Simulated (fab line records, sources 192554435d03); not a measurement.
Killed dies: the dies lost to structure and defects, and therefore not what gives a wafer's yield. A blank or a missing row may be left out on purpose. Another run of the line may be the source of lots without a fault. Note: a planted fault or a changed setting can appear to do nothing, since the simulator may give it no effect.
A lot that was struck, set against a sound lot + flow n5-finfet + 15 steps out of a route of 1938
Sound: the wafers L295.1, L295.3, L295.4. Struck: wafer L294.2. (L294.1, L294.4 of the same lot were not struck and are left out.) The cause comes at the end.
Each step with rows lists, per side, the tool, then ch with its chambers, then its first start. Under that, the readings that differ: sound wafers + struck wafers + difference of the means + sigmas: that difference in standard deviations of wafers without a fault.
alike: readings whose means differ by less than 2 such deviations, and words and numbers that are the same on both sides. not compared: withheld readings, readings that some wafer has no value for, bounds like >300 that may hide the same value, and numbers for which the record gives no deviation and whose values overlap.
Wherever a step has rows on one side only, a row that says differs or no value, or a row with sigmas, the two part there. Non-overlapping numbers with no deviation appear without sigmas and do not part them. A reading that every wafer of one side lacks parts them only if that side has two wafers or more.

first, 1 step without rows for these wafers: N5_BEOL_M3_SPUTTER_92 (material Cu, target thk 4.5 nm, time 8.29 s).
N5_BEOL_M3_ANNEAL_93: time 240 s.
  sound: pvd-sputter-02 at day 12 06:59; struck: pvd-sputter-03 at day 12 06:47
  alike: heater-power-w
N5_BEOL_M3_SPUTTER_94: material Cu, target thk 4.5 nm, time 8.29 s.
  sound: pvd-sputter-02 at day 12 07:07; struck: pvd-sputter-03 at day 12 06:55
| reading                | sound          | struck | difference | sigmas |
|------------------------|----------------|--------|------------|--------|
| throttle-valve-pct (%) | 31.0 31.2 31.1 | 28.0   | -3.1       | -3     |
  alike: substrate-temp-c
then, 3 steps without rows for these wafers: N5_BEOL_M3_ANNEAL_95 (time 240 s); N5_BEOL_M3_SPUTTER_96 (material Cu, target thk 4.5 nm, time 8.29 s); N5_BEOL_M3_ECD_50 (material Cu, target thk 300 nm).
N5_BEOL_M3_ANNEAL_51: time 90 s.
  sound on rtp-anneal-02 ch 0, day 12 07:32; struck on rtp-anneal-01 ch 0, day 12 07:20
  alike: wafer_temp_C_max
then, 1 step without rows for these wafers: N5_BEOL_M3_CMP_52 (polishes, stops on SiOC, t overpolish 6.8 s, target thk 40 nm).
N5_BEOL_M3_THK_MEAS_53: measures by xrf.
  sound: film-metro-01 at day 12 08:25; struck: film-metro-02 at day 12 07:56
  alike: M3_THK
N5_BEOL_M3_PRE_CLEAN_60: time 15 s.
  sound on cvd-co-01 ch 0,1,2, day 12 08:28; struck on cvd-co-02 ch 1, day 12 08:02
  alike: heater-power-w
N5_BEOL_M3_CO_CAP_55: material Co, precursor CCTBA/H2, target thk 2 nm, time 102.1 s.
  sound on cvd-co-01 ch 0,1,2, day 12 08:31; struck on cvd-co-02 ch 1, day 12 08:04
  alike: heater-power-w
then, 1 step without rows for these wafers: N5_BEOL_M3_PRE_CLEAN_56 (time 15 s).
N5_BEOL_M3_DEP_57: deposits SiCN from 3MS/NH3, target thk 8 nm, time 14 s.
  sound on pecvd-03 ch 1,2, day 12 08:38; struck on pecvd-01 ch 1, day 12 08:11
| reading                                  | sound   | struck | difference | sigmas |
|------------------------------------------|---------|--------|------------|--------|
| model.SiCN_of_BEOL_M3_DEP_57.thk-nm (nm) | 7.8 8 8 | 11     | +3         |        |
  alike: showerhead-plenum-p-Torr, showerhead-vpp-V, throttle-valve-pct
N5_BEOL_M3_RS_MEAS_58: measurement is done with a four-point probe.
  sound: film-metro-02 at day 12 08:42; struck: film-metro-01 at day 12 08:16
  alike: M3_RS
N5_BEOL_M4_RC_MEAS_101:
  sound on prober-02 ch 0, day 12 21:16; struck on prober-01 ch 0, day 13 01:18
| reading        | sound             | struck | difference | sigmas |
|----------------|-------------------|--------|------------|--------|
| DIBL_N (mV/V)  | 34.6 36.1 34.1    | 39.4   | +4.5       | +3     |
| IOFF_N (nA/um) | 0.152 0.192 0.149 | 0.217  | +0.053     | +2     |
| ION_N (uA/um)  | 669 680 665       | 695    | +24        | +2     |
| SS_P (mV/dec)  | 71.9 73.9 72.8    | 74.8   | +1.9       | +3     |
  alike: DIBL_P, IOFF_P, ION_P, SS_N, VT_N, VT_P

## WHERE THEY PART
First at N5_BEOL_M3_SPUTTER_94; last, within this record, at N5_BEOL_M4_RC_MEAS_101.

WHY: the cause the simulator had injected
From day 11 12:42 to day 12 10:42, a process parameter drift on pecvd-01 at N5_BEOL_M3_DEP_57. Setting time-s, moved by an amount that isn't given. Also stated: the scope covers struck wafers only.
